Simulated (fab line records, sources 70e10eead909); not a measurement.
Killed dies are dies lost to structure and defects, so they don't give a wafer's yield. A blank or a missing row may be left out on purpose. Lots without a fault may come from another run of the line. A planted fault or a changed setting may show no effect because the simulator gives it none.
Which tool did it? | flow nand_harc | 11 lots, 33 wafers sampled, at 4 steps of a route of 1302

WHAT THE GAUGES READ, wafer by wafer
NHARC_P_BONDPAD_CD_MEAS_09: target cd 500 nm.
lot  | measured     | on        | cd_nm (nm)
L238 | day 6 13:28  | cd_sem-02 | 500.9 501.6 500.5
L240 | day 7 12:50  | cd_sem-01 | 500.7 497.5 497.5
L241 | day 7 16:33  | cd_sem-01 | 500.3 500.1 501.7
L243 | day 8 11:33  | cd_sem-03 | 498.4 499.6 500.0
L244 | day 9 05:11  | cd_sem-02 | 498.9 500.4 498.8
L247 | day 10 12:45 | cd_sem-02 | 494.6 493.8 495.1
L248 | day 11 02:04 | cd_sem-03 | 496.8 498.6 496.7
L252 | day 12 17:19 | cd_sem-02 | 500.3 500.4 500.2
L255 | day 13 16:56 | cd_sem-02 | 499.1 498.0 496.0
L258 | day 14 23:48 | cd_sem-03 | 499.7 502.3 502.1
L260 | day 15 21:03 | cd_sem-01 | 501.4 500.0 500.1

WHICH TOOL RAN EACH LOT (tool, then ch and the chambers of the sampled wafers, then the start)
lot  | NHARC_P_M2_DESCUM_14               | NHARC_P_BONDPAD_DEP_00                   | NHARC_P_BONDPAD_EXPOSE_06
L238 | rie_diel-10 ch 1,2,3, day 6 09:07  | pecvd-04 ch 0,1,2, day 6 12:14           | krf_scanner-01 ch 0, day 6 13:19
L240 | rie_diel-02 ch 0,2,3, day 7 08:29  | pecvd-03 ch 0,2, day 7 11:47             | krf_scanner-02 ch 0, day 7 12:41
L241 | rie_diel-02 ch 0,2, day 7 12:16    | pecvd-03 ch 0,1,2, day 7 15:29           | krf_scanner-02 ch 0, day 7 16:24
L243 | rie_diel-04 ch 0,1, day 8 07:12    | pecvd-01 ch 0,1, day 8 10:22             | krf_scanner-01 ch 0, day 8 11:24
L244 | rie_diel-02 ch 1,2, day 9 00:53    | pecvd-01 ch 0,1, day 9 05:02 or earlier  | krf_scanner-01 ch 0, day 9 05:02
L247 | rie_diel-04 ch 0,1,3, day 10 08:24 | pecvd-03 ch 0,1,2, day 10 11:37          | krf_scanner-01 ch 0, day 10 12:36
L248 | rie_diel-10 ch 0,3, day 10 21:29   | pecvd-03 ch 0,1,2, day 11 00:49          | krf_scanner-01 ch 0, day 11 01:56
L252 | rie_diel-02 ch 1,3, day 12 12:56   | pecvd-03 ch 0,1,2, day 12 16:10          | krf_scanner-04 ch 0, day 12 17:10
L255 | rie_diel-10 ch 1,2,3, day 13 12:34 | pecvd-04 ch 0,1,2, day 13 15:43          | krf_scanner-02 ch 0, day 13 16:47
L258 | rie_diel-02 ch 0,2,3, day 14 19:36 | pecvd-01 ch 1,2, day 14 23:39 or earlier | krf_scanner-02 ch 0, day 14 23:39
L260 | rie_diel-10 ch 1,2, day 15 16:41   | pecvd-04 ch 1,2, day 15 19:52            | krf_scanner-02 ch 0, day 15 20:54
- NHARC_P_M2_DESCUM_14: chemistry O2, time 3 s.
- NHARC_P_BONDPAD_DEP_00: deposits SiCN, target thk 250 nm.
- NHARC_P_BONDPAD_EXPOSE_06: exposes mask P BPAD.

THE ANSWER, worked out from the rows above alone
Rule: what is usual is taken from the lots themselves. Put in order of their means at a reading, lots are off if they are a third of the lots or fewer, leave a main group of 4 or more, and stand apart from it by a gap of 3 or more times the standard deviation of the main group's means; of several such gaps the widest counts. A main group whose means are all the same, to the digits that the tables above print for the reading, isn't used. A lot without any number at a reading at which 4 lots or more have one is off too. The other lots that the step has rows for count as sound.
No lot is off at any reading shown: from this, nothing can be told.

WHAT THE SIMULATOR HAD PUT IN
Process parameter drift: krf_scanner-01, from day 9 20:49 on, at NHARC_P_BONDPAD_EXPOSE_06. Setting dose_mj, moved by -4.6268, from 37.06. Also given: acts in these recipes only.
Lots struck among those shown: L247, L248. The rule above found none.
